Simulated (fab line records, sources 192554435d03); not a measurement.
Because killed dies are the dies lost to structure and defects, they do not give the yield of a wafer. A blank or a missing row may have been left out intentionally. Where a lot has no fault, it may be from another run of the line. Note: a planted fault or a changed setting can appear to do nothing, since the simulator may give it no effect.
Split-lot experiment ; flow n5Finfet ; 7 lots, 21 wafers read, on a route of 1938 steps

THE SPLIT ITSELF
At N5_BEOL_M8_COAT_60 (time 60 s, resist thk 35 nm), the setting spinRpm was moved away from the recipe's 1500 rpm on 8 of the 21 wafers read, by -11.1% to +9.7%. This setting was run at the recipe's value on the other wafers.

FROM THE SPLIT TO THE READING: what the file shows between them, 4 steps
- N5_BEOL_M8_COAT_05: resist thk 90 nm
- N5_BEOL_M8_EBR_07
- N5_BEOL_M8_DESCUM_16: chemistry O2, time 7.9 s
- N5_BEOL_M8_ETCH_61: etches SiARC in CF4, target depth 45.5 nm, time 75.8 s

THE READING
SiARC_of_BEOL_M8_COAT_60.thkNm (the simulator's own value, which no gauge read), in nm, at N5_BEOL_M8_ETCH_62 (etches SOC in N2/H2, target depth 110 nm, overetch 22 nm, time 165 s). There is no usual value for it anywhere in the file. Average 28.5 nm, standard deviation 0.2 nm, over the 13 wafers here run with the recipe.

wafer;tool, chamber at the split;spinRpm as run, rpm;against the recipe;SiARC_of_BEOL_M8_COAT_60.thkNm, nm;against lot-mates on the recipe
L074.2;lithoTrack-01, 0;1353;-9.8%;30.2;+1.8
L074.4;lithoTrack-01, 0;1500;recipe;28.4;-
L074.6;lithoTrack-01, 0;1500;recipe;28.4;-
L077.1;lithoTrack-04, 0;1438;-4.1%;29.6;+1.0
L077.2;lithoTrack-04, 0;1438;-4.1%;29.4;+0.8
L077.4;lithoTrack-04, 0;1500;recipe;28.6;-
L078.2;lithoTrack-03, 0;1500;recipe;28.4;-
L078.3;lithoTrack-03, 0;1500;recipe;29;-
L078.6;lithoTrack-03, 0;1601;+6.7%;27.4;-1.3
L087.1;lithoTrack-04, 0;1500;recipe;28.2;-
L087.2;lithoTrack-04, 0;1500;recipe;28.6;-
L087.6;lithoTrack-04, 0;1500;recipe;28.6;-
L089.4;lithoTrack-01, 0;1500;recipe;28.6;-
L089.5;lithoTrack-01, 0;1333;-11.1%;30.8;+2.2
L089.6;lithoTrack-01, 0;1333;-11.1%;31;+2.4
L091.2;lithoTrack-03, 0;1500;recipe;28.4;-
L091.5;lithoTrack-03, 0;1410;-6.0%;29.6;+1.3
L091.6;lithoTrack-03, 0;1500;recipe;28.2;-
L090.1;lithoTrack-03, 0;1500;recipe;28.6;-
L090.4;lithoTrack-03, 0;1500;recipe;28.6;-
L090.6;lithoTrack-03, 0;1645;+9.7%;26.8;-1.8

THE FIT
A straight line over all 21 wafers: SiARC_of_BEOL_M8_COAT_60.thkNm changes by -0.194 nm for each +1% of spinRpm; r = -0.98; the points scatter about the line by 0.21 nm.
The same after taking each lot's own level away (the mean of its wafers on the recipe; 21 wafers): -0.198 nm for each +1%; r = -0.99; scatter 0.15 nm.
That fit puts the effect of the largest move of spinRpm on the reading at 2.2 nm.
The span of the lots' own levels, 28.30 to 28.70 nm, comes to 2.0 times the standard deviation stated above.
The two slopes agree, so the slope changes little with the lot-to-lot level.
Check: +2.24 nm against its lot-mates is what the line predicts for one of the wafers moved furthest among these (-11.1%) when that wafer is left out of the fit. It came out at +2.2 nm against them.

FURTHER SPLITS ON THESE WAFERS
Before the reading, these wafers also passed through other splits. Each is held against what the fit with the lots' levels taken away leaves over:
other split on the same wafers;wafers away from the commonest value;r with SiARC_of_BEOL_M8_COAT_60.thkNm (lot level and that fit taken away)
N5_BEOL_M7_ETCH_41 sourceW;6;+0.02

THE WHOLE CHAIN: every reading that the file lists as answering this split, in the file's order
step;what it does;reading;change (the file's fit);r (the file's)
N5_BEOL_M8_COAT_60;time 60 s, resist thk 35 nm;SiARC_of_BEOL_M8_COAT_60.thkNm (the simulator's own value, which no gauge read);-0.19 nm for each +1% of the setting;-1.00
N5_BEOL_M8_ETCH_61;etches SiARC in CF4, target depth 45.5 nm, time 75.8 s;etch.depthNm (the simulator's own value, which no gauge read);-0.185 nm for each +1% of the setting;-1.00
N5_BEOL_M8_ETCH_61;etches SiARC in CF4, target depth 45.5 nm, time 75.8 s;CAR-ArF_of_BEOL_M8_COAT_05.thkNm (the simulator's own value, which no gauge read);+0.18 nm for each +1% of the setting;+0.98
N5_BEOL_M8_ETCH_62;etches SOC in N2/H2, target depth 110 nm, overetch 22 nm, time 165 s;SiARC_of_BEOL_M8_COAT_60.thkNm (the simulator's own value, which no gauge read);-0.196 nm for each +1% of the setting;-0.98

THE FILE'S OWN FIT
SiARC_of_BEOL_M8_COAT_60.thkNm changes by -0.196 nm for each +1% of spinRpm, r = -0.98.
